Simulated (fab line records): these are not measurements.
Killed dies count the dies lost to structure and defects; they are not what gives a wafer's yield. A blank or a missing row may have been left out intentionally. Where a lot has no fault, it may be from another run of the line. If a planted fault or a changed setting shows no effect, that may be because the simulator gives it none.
Which tool did it?	flow n5-finfet	24 lots, 72 wafers sampled, at 6 steps of a route of 1938

WHAT EACH GAUGE READ, for each wafer
Not one reading of a measure or inspect step in the record can be checked against a usual standard deviation.

EACH LOT AND THE TOOL THAT RAN IT (in order: tool; ch and the chambers of the sampled wafers; start)
lot	N5_BEOL_M2_ALD_98	N5_BEOL_M2_ETCH_70	N5_BEOL_M2_ALD_84	N5_BEOL_M2_ANNEAL_49	N5_BEOL_M2_ANNEAL_87	N5_BEOL_M3_ETCH_64
L074	ald-sin-04 ch 0,1, day 6 15:10	rie-diel-06 ch 1,2,3, day 6 16:23	ald-metal-01 ch 0,2,3, day 6 17:08	pvd-sputter-03, day 6 17:46	pvd-sputter-03, day 6 18:25	rie-diel-02 ch 0,1,2, day 6 22:33
L075	ald-sin-04 ch 0,2,3, day 7 00:55	rie-diel-06 ch 0,3, day 7 03:47	ald-metal-02 ch 0,1,2, day 7 04:45	pvd-sputter-03, day 7 07:15	pvd-sputter-03, day 7 07:55	rie-diel-01 ch 2,3, day 7 11:28
L076	ald-sin-03 ch 0,2,3, day 7 03:12	rie-diel-03 ch 2,3, day 7 03:44	ald-metal-03 ch 0,1,2, day 7 04:39	pvd-sputter-02, day 7 05:33	pvd-sputter-02, day 7 06:13	rie-diel-01 ch 0,3, day 7 09:45
L077	ald-sin-03 ch 0,3, day 7 22:10	rie-diel-05 ch 0,1,2, day 7 22:28	ald-metal-02 ch 0,1, day 7 23:46	pvd-sputter-01, day 8 00:38	pvd-sputter-01, day 8 01:17	rie-diel-04 ch 0,2,3, day 8 08:04
L079	ald-sin-03 ch 0,2,3, day 8 01:16	rie-diel-03 ch 1,2,3, day 8 05:53	ald-metal-02 ch 0,2, day 8 06:54	pvd-sputter-02, day 8 08:00	pvd-sputter-02, day 8 08:40	rie-diel-04 ch 2,3, day 8 12:05
L078	ald-sin-03 ch 0,1,2, day 8 02:19	rie-diel-05 ch 1,3, day 8 06:57	ald-metal-01 ch 0,1,2, day 8 08:19	pvd-sputter-03, day 8 09:05	pvd-sputter-03, day 8 09:45	rie-diel-01 ch 0,2,3, day 8 14:49
L080	ald-sin-03 ch 1,2,3, day 8 02:57	rie-diel-06 ch 0,3, day 8 10:51	ald-metal-03 ch 1,2, day 8 12:11	pvd-sputter-01, day 8 13:11	pvd-sputter-01, day 8 13:51	rie-diel-02 ch 1,3, day 8 18:30
L081	ald-sin-04 ch 0,2,3, day 8 08:22	rie-diel-05 ch 0,3, day 8 13:48	ald-metal-02 ch 0,2,3, day 8 15:01	pvd-sputter-01, day 8 15:35	pvd-sputter-01, day 8 16:15	rie-diel-02 ch 2,3, day 8 20:37
L082	ald-sin-03 ch 0,1, day 8 09:46	rie-diel-06 ch 0,1, day 8 13:54	ald-metal-03 ch 0,3, day 8 15:03	pvd-sputter-03, day 8 16:02	pvd-sputter-03, day 8 16:41	rie-diel-04 ch 0,2, day 8 20:43
L083	ald-sin-03 ch 0,1,3, day 8 17:22	rie-diel-03 ch 0,2,3, day 8 17:57	ald-metal-02 ch 0,2,3, day 8 18:49	pvd-sputter-02, day 8 19:52	pvd-sputter-02, day 8 20:31	rie-diel-04 ch 0,3, day 9 00:43
L084	ald-sin-03 ch 0,2,3, day 8 20:45	rie-diel-05 ch 0,2,3, day 8 20:58	ald-metal-02 ch 0,1,3, day 8 22:11	pvd-sputter-01, day 8 23:00	pvd-sputter-01, day 8 23:40	rie-diel-04 ch 0,2,3, day 9 03:47
L085	ald-sin-03 ch 0,1,3, day 9 07:49	rie-diel-06 ch 0,1,3, day 9 10:22	ald-metal-01 ch 0,1,2, day 9 11:38	pvd-sputter-01, day 9 12:15	pvd-sputter-01, day 9 12:55	rie-diel-02 ch 0,1,3, day 9 18:11
L086	ald-sin-04 ch 1,2,3, day 9 12:55	rie-diel-03 ch 0,2,3, day 9 23:22	ald-metal-03 ch 1,2,3, day 10 00:16	pvd-sputter-01, day 10 01:05	pvd-sputter-01, day 10 01:45	rie-diel-04 ch 0,1,2, day 10 06:37
L087	ald-sin-03 ch 0,2,3, day 10 01:05	rie-diel-06 ch 1,2,3, day 10 04:17	ald-metal-02 ch 1,2,3, day 10 05:17	pvd-sputter-03, day 10 05:59	pvd-sputter-03, day 10 06:38	rie-diel-04 ch 0,3, day 10 11:18
L088	ald-sin-04 ch 0,1, day 10 07:11	rie-diel-05 ch 0,2, day 10 07:20	ald-metal-01 ch 1,2, day 10 08:22	pvd-sputter-02, day 10 09:15	pvd-sputter-02, day 10 09:55	rie-diel-01 ch 0,3, day 10 13:43
L089	ald-sin-01 ch 1,2,3, day 10 12:40	rie-diel-06 ch 2,3, day 10 15:43	ald-metal-01 ch 0,2,3, day 10 16:32	pvd-sputter-02, day 10 17:22	pvd-sputter-02, day 10 18:01	rie-diel-04 ch 0,3, day 10 22:49
L090	ald-sin-01 ch 0,1,3, day 10 14:17	rie-diel-03 ch 1,2,3, day 10 16:40	ald-metal-03 ch 0,2, day 10 18:59	pvd-sputter-03, day 10 19:34	pvd-sputter-03, day 10 20:14	rie-diel-02 ch 0,2,3, day 10 23:21
L091	ald-sin-01 ch 0,2,3, day 10 14:23	rie-diel-05 ch 0,1,2, day 10 18:36	ald-metal-01 ch 0,1,3, day 10 19:31	pvd-sputter-02, day 10 20:14	pvd-sputter-02, day 10 20:54	rie-diel-02 ch 1,2,3, day 11 00:02
L092	ald-sin-04 ch 0,1,2, day 11 02:14	rie-diel-03 ch 0,2,3, day 11 07:01	ald-metal-02 ch 0,1,2, day 11 07:42	pvd-sputter-03, day 11 08:29	pvd-sputter-03, day 11 09:08	rie-diel-01 ch 0,2,3, day 11 12:17
L093	ald-sin-03 ch 0,1, day 11 08:38	rie-diel-06 ch 0,2, day 11 10:28	ald-metal-01 ch 0,1, day 11 11:35	pvd-sputter-02, day 11 12:31	pvd-sputter-02, day 11 13:11	rie-diel-02 ch 0,2,3, day 11 18:38
L094	ald-sin-01 ch 0,1,2, day 11 12:51	rie-diel-06 ch 0,2,3, day 11 19:38	ald-metal-03 ch 2,3, day 11 20:50	pvd-sputter-01, day 11 21:34	pvd-sputter-01, day 11 22:14	rie-diel-01 ch 2,3, day 12 03:01
L095	ald-sin-04 ch 0,2, day 11 17:02	rie-diel-03 ch 0,2, day 11 20:58	ald-metal-02 ch 0,2,3, day 11 23:26	pvd-sputter-01, day 12 00:03	pvd-sputter-01, day 12 00:43	rie-diel-04 ch 0,1, day 12 04:43
L096	ald-sin-03 ch 1,2,3, day 11 22:03	rie-diel-06 ch 0,1,2, day 11 23:01	ald-metal-01 ch 0,3, day 11 23:51	pvd-sputter-03, day 12 01:49	pvd-sputter-03, day 12 02:29	rie-diel-02 ch 2,3, day 12 09:34
L097	ald-sin-03 ch 0,3, day 12 07:04	rie-diel-03 ch 2,3, day 12 13:20	ald-metal-02 ch 0,1, day 12 14:14	pvd-sputter-02, day 12 15:03	pvd-sputter-02, day 12 15:43	rie-diel-02 ch 0,1,3, day 12 19:29
- N5_BEOL_M2_ALD_98: deposits SiO2, target thk 2.5 nm, pulse time 1 s, co reactant pulse time 1 s.
- N5_BEOL_M2_ETCH_70: etches SOC in N2/H2, target depth 80 nm, overetch 24 nm, time 130 s.
- N5_BEOL_M2_ALD_84: deposits TaN, pulse time 2 s, purge time 3 s, co reactant purge time 2 s.
- N5_BEOL_M2_ANNEAL_49: time 240 s.
- N5_BEOL_M2_ANNEAL_87: time 240 s.
- N5_BEOL_M3_ETCH_64: etches SOC in N2/H2, target depth 75 nm, overetch 15 nm, time 112.5 s.

AS READ BY THE TOOLS THEMSELVES (means over the sampled wafers that have a number; for cases with no such wafer, the mark the record gives instead)
N5_BEOL_M2_ALD_98. Usual: heater-power-w 75 W, standard deviation 9.7; precursor-pulse-height-rel 1.001, standard deviation 0.019.
lot	tool	heater-power-w (W)	precursor-pulse-height-rel	flag
L074	ald-sin-04	74	1.007	
L075	ald-sin-04	68	0.998	
L076	ald-sin-03	72	0.987	
L077	ald-sin-03	77	1.025	
L079	ald-sin-03	72	1.005	
L078	ald-sin-03	75	0.991	
L080	ald-sin-03	79	1.007	
L081	ald-sin-04	67	1.005	
L082	ald-sin-03	86	1.010	
L083	ald-sin-03	82	1.023	
L084	ald-sin-03	72	1.012	
L085	ald-sin-03	82	1.014	
L086	ald-sin-04	72	0.994	
L087	ald-sin-03	72	1.001	
L088	ald-sin-04	74	1.009	
L089	ald-sin-01	78	0.992	
L090	ald-sin-01	75	1.004	
L091	ald-sin-01	78	0.989	
L092	ald-sin-04	69	1.000	
L093	ald-sin-03	79	0.999	
L094	ald-sin-01	75	0.998	
L095	ald-sin-04	62	0.999	
L096	ald-sin-03	80	0.991	
L097	ald-sin-03	73	1.007	

N5_BEOL_M2_ETCH_70. Usual: chamber-pressure-mTorr 29.999 mTorr, standard deviation 0.028; drypump-motor-current-A 5.7 A, standard deviation 0.44; oes-product-au 0.59 a.u., standard deviation 0.064; rf-vpp-V 523.3 V, standard deviation 2.5; showerhead-plenum-p-Torr 2.52 Torr, standard deviation 0.087; throttle-valve-pct 17.73 %, standard deviation 0.19.
lot	tool	chamber-pressure-mTorr (mTorr)	drypump-motor-current-A (A)	oes-product-au (a.u.)	rf-vpp-V (V)	showerhead-plenum-p-Torr (Torr)	throttle-valve-pct (%)	flag
L074	rie-diel-06	29.978	5.8	0.54	521.7	2.46	17.64	
L075	rie-diel-06	29.998	5.9	0.53	522.2	2.49	17.80	
L076	rie-diel-03	30.014	6.0	0.59	521.7	2.46	17.85	
L077	rie-diel-05	30.019	5.5	0.54	524.4	2.56	17.72	
L079	rie-diel-03	30.007	5.7	0.63	523.3	2.51	17.83	
L078	rie-diel-05	29.981	5.2	0.58	523.4	2.52	17.87	
L080	rie-diel-06	30.017	5.5	0.52	523.6	2.54	17.92	
L081	rie-diel-05	29.995	5.4	0.62	522.7	2.50	17.83	
L082	rie-diel-06	30.014	5.2	0.54	525.5	2.59	17.81	
L083	rie-diel-03	30.014	6.0	0.59	521.0	2.46	17.78	
L084	rie-diel-05	29.998	5.5	0.58	524.8	2.55	17.72	
L085	rie-diel-06	29.992	5.6	0.53	522.8	2.51	17.74	
L086	rie-diel-03	30.029	6.0	0.58	521.1	2.45	17.80	
L087	rie-diel-06	29.976	5.9	0.58	524.5	2.55	17.55	
L088	rie-diel-05	30.026	5.7	0.54	525.0	2.58	17.62	
L089	rie-diel-06	29.986	6.1	0.57	523.9	2.50	17.67	
L090	rie-diel-03	29.993	5.7	0.61	522.1	2.50	17.86	
L091	rie-diel-05	29.981	5.5	0.52	524.4	2.55	17.77	
L092	rie-diel-03	30.010	6.0	0.57	520.9	2.45	17.82	
L093	rie-diel-06	30.000	5.3	0.70	526.1	2.64	17.59	
L094	rie-diel-06	30.015	5.7	0.63	524.7	2.57	17.64	
L095	rie-diel-03	29.997	6.1	0.56	520.8	2.44	17.82	
L096	rie-diel-06	30.005	5.3	0.64	525.2	2.61	17.55	
L097	rie-diel-03	29.996	5.8	0.58	520.7	2.46	17.85	

N5_BEOL_M2_ALD_84. Usual: heater-power-w 409 W, standard deviation 39; mfc-carrier-sccm 1500 sccm, standard deviation 4.8.
lot	tool	heater-power-w (W)	mfc-carrier-sccm (sccm)	flag
L074	ald-metal-01	388	1500	
L075	ald-metal-02	403	1495	
L076	ald-metal-03	452	1504	
L077	ald-metal-02	406	1500	
L079	ald-metal-02	405	1497	
L078	ald-metal-01	419	1499	
L080	ald-metal-03	453	1499	
L081	ald-metal-02	386	1501	
L082	ald-metal-03	431	1494	
L083	ald-metal-02	388	1498	
L084	ald-metal-02	387	1501	
L085	ald-metal-01	413	1499	
L086	ald-metal-03	440	1500	
L087	ald-metal-02	391	1499	
L088	ald-metal-01	414	1503	
L089	ald-metal-01	390	1500	
L090	ald-metal-03	452	1497	
L091	ald-metal-01	406	1500	
L092	ald-metal-02	402	1499	
L093	ald-metal-01	446	1501	
L094	ald-metal-03	450	1501	
L095	ald-metal-02	380	1503	
L096	ald-metal-01	385	1496	
L097	ald-metal-02	415	1506	

N5_BEOL_M2_ANNEAL_49. Usual: heater-power-w at 911 W, with a standard deviation of 130.
lot	tool	heater-power-w (W)	flag
L074	pvd-sputter-03	713	
L075	pvd-sputter-03	743	
L076	pvd-sputter-02	1006	
L077	pvd-sputter-01	942	
L079	pvd-sputter-02	898	
L078	pvd-sputter-03	839	
L080	pvd-sputter-01	910	
L081	pvd-sputter-01	935	
L082	pvd-sputter-03	814	
L083	pvd-sputter-02	934	
L084	pvd-sputter-01	960	
L085	pvd-sputter-01	964	
L086	pvd-sputter-01	969	
L087	pvd-sputter-03	859	
L088	pvd-sputter-02	933	
L089	pvd-sputter-02	911	
L090	pvd-sputter-03	809	
L091	pvd-sputter-02	825	
L092	pvd-sputter-03	801	
L093	pvd-sputter-02	893	
L094	pvd-sputter-01	986	
L095	pvd-sputter-01	984	
L096	pvd-sputter-03	912	
L097	pvd-sputter-02	990	

N5_BEOL_M2_ANNEAL_87. Usual: heater-power-w at 912 W, with a standard deviation of 130.
lot	tool	heater-power-w (W)	flag
L074	pvd-sputter-03	712	
L075	pvd-sputter-03	746	
L076	pvd-sputter-02	995	
L077	pvd-sputter-01	943	
L079	pvd-sputter-02	882	
L078	pvd-sputter-03	830	
L080	pvd-sputter-01	931	
L081	pvd-sputter-01	925	
L082	pvd-sputter-03	818	
L083	pvd-sputter-02	940	
L084	pvd-sputter-01	970	
L085	pvd-sputter-01	980	
L086	pvd-sputter-01	976	
L087	pvd-sputter-03	840	
L088	pvd-sputter-02	947	
L089	pvd-sputter-02	912	
L090	pvd-sputter-03	821	
L091	pvd-sputter-02	812	
L092	pvd-sputter-03	812	
L093	pvd-sputter-02	908	
L094	pvd-sputter-01	986	
L095	pvd-sputter-01	1007	
L096	pvd-sputter-03	898	
L097	pvd-sputter-02	992	

N5_BEOL_M3_ETCH_64. Usual: chamber-pressure-mTorr 30.001 mTorr, standard deviation 0.03; drypump-motor-current-A 5.5 A, standard deviation 0.48; oes-product-au 0.63 a.u., standard deviation 0.075; rf-vpp-V 524.4 V, standard deviation 2.6; showerhead-plenum-p-Torr 2.56 Torr, standard deviation 0.096; throttle-valve-pct 17.76 %, standard deviation 0.24.
lot	tool	chamber-pressure-mTorr (mTorr)	drypump-motor-current-A (A)	oes-product-au (a.u.)	rf-vpp-V (V)	showerhead-plenum-p-Torr (Torr)	throttle-valve-pct (%)	flag
L074	rie-diel-02	29.991	5.7	0.57	525.6	2.60	17.76	
L075	rie-diel-01	29.999	5.5	0.57	524.9	2.58	17.94	
L076	rie-diel-01	30.044	5.4	0.63	527.2	2.67	17.72	
L077	rie-diel-04	30.007	5.3	0.67	523.9	2.54	17.77	
L079	rie-diel-04	30.005	5.5	0.61	523.1	2.51	17.95	
L078	rie-diel-01	30.018	5.5	0.60	525.5	2.62	17.85	
L080	rie-diel-02	29.987	5.4	0.62	525.3	2.57	17.81	
L081	rie-diel-02	30.008	5.0	0.65	521.7	2.50	17.88	
L082	rie-diel-04	29.990	4.9	0.71	526.7	2.64	17.64	
L083	rie-diel-04	30.013	5.6	0.67	522.6	2.46	17.74	
L084	rie-diel-04	29.993	5.3	0.66	523.4	2.54	17.77	
L085	rie-diel-02	30.018	5.7	0.67	525.0	2.57	17.68	
L086	rie-diel-04	30.001	5.1	0.72	525.6	2.60	17.59	
L087	rie-diel-04	29.979	5.6	0.66	521.5	2.45	17.75	
L088	rie-diel-01	30.002	5.6	0.58	526.8	2.63	17.72	
L089	rie-diel-04	29.999	5.6	0.65	521.9	2.45	17.77	
L090	rie-diel-02	30.019	5.5	0.65	524.2	2.54	17.71	
L091	rie-diel-02	30.003	5.2	0.60	524.1	2.54	17.85	
L092	rie-diel-01	29.974	5.5	0.58	525.8	2.61	17.89	
L093	rie-diel-02	29.993	5.5	0.65	523.7	2.53	17.71	
L094	rie-diel-01	30.007	5.6	0.54	525.0	2.59	17.86	
L095	rie-diel-04	30.012	5.3	0.71	523.6	2.52	17.57	
L096	rie-diel-02	30.004	5.1	0.58	522.5	2.50	17.89	
L097	rie-diel-02	30.012	5.7	0.64	525.2	2.56	17.71	

THE ANSWER, worked out from the rows above alone
Rule: take the mean of a lot's wafers that have a number; if it is more than 3 standard deviations from the usual mean, the lot is off. Also off: a lot with no number at a reading for which 4 or more lots have one. Any other lot the step has rows for is counted as sound. After the gauges, taken in route order, come the tools' own readings; for these a lot's mean is taken, as printed above. The first step at which some lot is off is used, and at that step the reading that is off furthest; a lot without a number counts as furthest.
No lot is off at any reading shown: from this, nothing can be told.

WHAT HAD BEEN PUT IN BY THE SIMULATOR
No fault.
